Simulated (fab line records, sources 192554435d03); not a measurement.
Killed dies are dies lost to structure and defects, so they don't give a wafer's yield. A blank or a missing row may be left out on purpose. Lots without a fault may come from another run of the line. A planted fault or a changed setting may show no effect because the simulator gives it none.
Split-lot experiment | flow n5_finfet | 7 lots, 21 wafers read, on a route of 1938 steps

THE SPLIT
At N5_PMOS_HMC_CHANNEL_EPI_ETCH_32 (etches BARC in N2/H2, stops on SiO2, target depth 85.8 nm, time 50.3 s), the setting bias_w was moved away from the recipe's 150 W on 8 of the 21 wafers read, by -13.3% to +15.5%. The other wafers ran this setting at the recipe's value.

The reading is taken at the split's own step.

THE READING
rf_vpp_V, in V, at N5_PMOS_HMC_CHANNEL_EPI_ETCH_32 (etches BARC in N2/H2, stops on SiO2, target depth 85.8 nm, time 50.3 s). Fault-free wafers of this fab line usually give 524.3 V, standard deviation 2.2 V.

wafer  | tool, chamber at the split | bias_w as run, W | against the recipe | rf_vpp_V, V | against lot-mates on the recipe
L076.3 | rie_diel-01, 1             | 150              | recipe             | 525.4       | -
L076.4 | rie_diel-01, 2             | 164              | +9.3%              | 555.4       | +30.0
L076.6 | rie_diel-01, 0             | 164              | +9.3%              | 554.1       | +28.7
L078.1 | rie_diel-06, 3             | 150              | recipe             | 524.3       | -
L078.2 | rie_diel-06, 1             | 150              | recipe             | 522.8       | -
L078.5 | rie_diel-06, 2             | 150              | recipe             | 523.6       | -
L079.1 | rie_diel-01, 2             | 173.3            | +15.5%             | 575.9       | +49.6
L079.2 | rie_diel-01, 3             | 150              | recipe             | 526.3       | -
L079.5 | rie_diel-01, 1             | 173.3            | +15.5%             | 577.8       | +51.5
L081.1 | rie_diel-01, 0             | 142.7            | -4.9%              | 507.2       | -19.4
L081.2 | rie_diel-01, 1             | 150              | recipe             | 526.2       | -
L081.4 | rie_diel-01, 2             | 150              | recipe             | 527.0       | -
L082.2 | rie_diel-01, 2             | 150              | recipe             | 525.6       | -
L082.3 | rie_diel-01, 3             | 169.6            | +13.1%             | 567.9       | +42.2
L082.5 | rie_diel-01, 3             | 150              | recipe             | 525.8       | -
L084.2 | rie_diel-06, 3             | 150              | recipe             | 524.8       | -
L084.3 | rie_diel-06, 2             | 150              | recipe             | 525.5       | -
L084.5 | rie_diel-06, 0             | 150              | recipe             | 520.4       | -
L095.2 | rie_diel-04, 0             | 130              | -13.3%             | 481.5       | -39.5
L095.3 | rie_diel-04, 2             | 150              | recipe             | 521.0       | -
L095.5 | rie_diel-04, 0             | 130              | -13.3%             | 480.6       | -40.4

THE FIT
A straight line over all 21 wafers: rf_vpp_V changes by +3.31 V for each +1% of bias_w; r = +1.00; the points scatter about the line by 1.7 V.
The same after taking each lot's own level away (the mean of its wafers on the recipe; 21 wafers): +3.17 V for each +1%; r = +1.00; scatter 1.6 V.
On that fit, the largest move of bias_w shifts the reading by 49 V.
The lots' own levels span 521.00 to 526.60 V, that is 2.5 times the standard deviation above.
So the lot-to-lot level changes the slope little: the two slopes agree.
Check: with one of the wafers moved furthest among these (+15.5%) left out of the fit, the line predicts +49.3 V for it against its lot-mates. It came out at +49.6 V against them.
Tool readings at the split's step, against how far the setting was moved: rf_vpp_V r = +1.00.

OTHER SPLITS ON THESE WAFERS
These wafers also went through other splits before the reading. Each is held against what the fit with the lots' levels taken away leaves over:
other split on the same wafers            | wafers away from the commonest value | r with rf_vpp_V (lot level and that fit taken away)
N5_ZERO_LAYER_EXPOSE_08 dose_mj           | 8                                    | +0.34
N5_WELL_APT_COAT_02 spin_rpm              | 8                                    | -0.28
N5_PMOS_HMC_CHANNEL_EPI_EXPOSE_06 dose_mj | 11                                   | -0.34

THE FILE'S OWN FIT
rf_vpp_V changes by +3.19 V for each +1% of bias_w, r = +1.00.
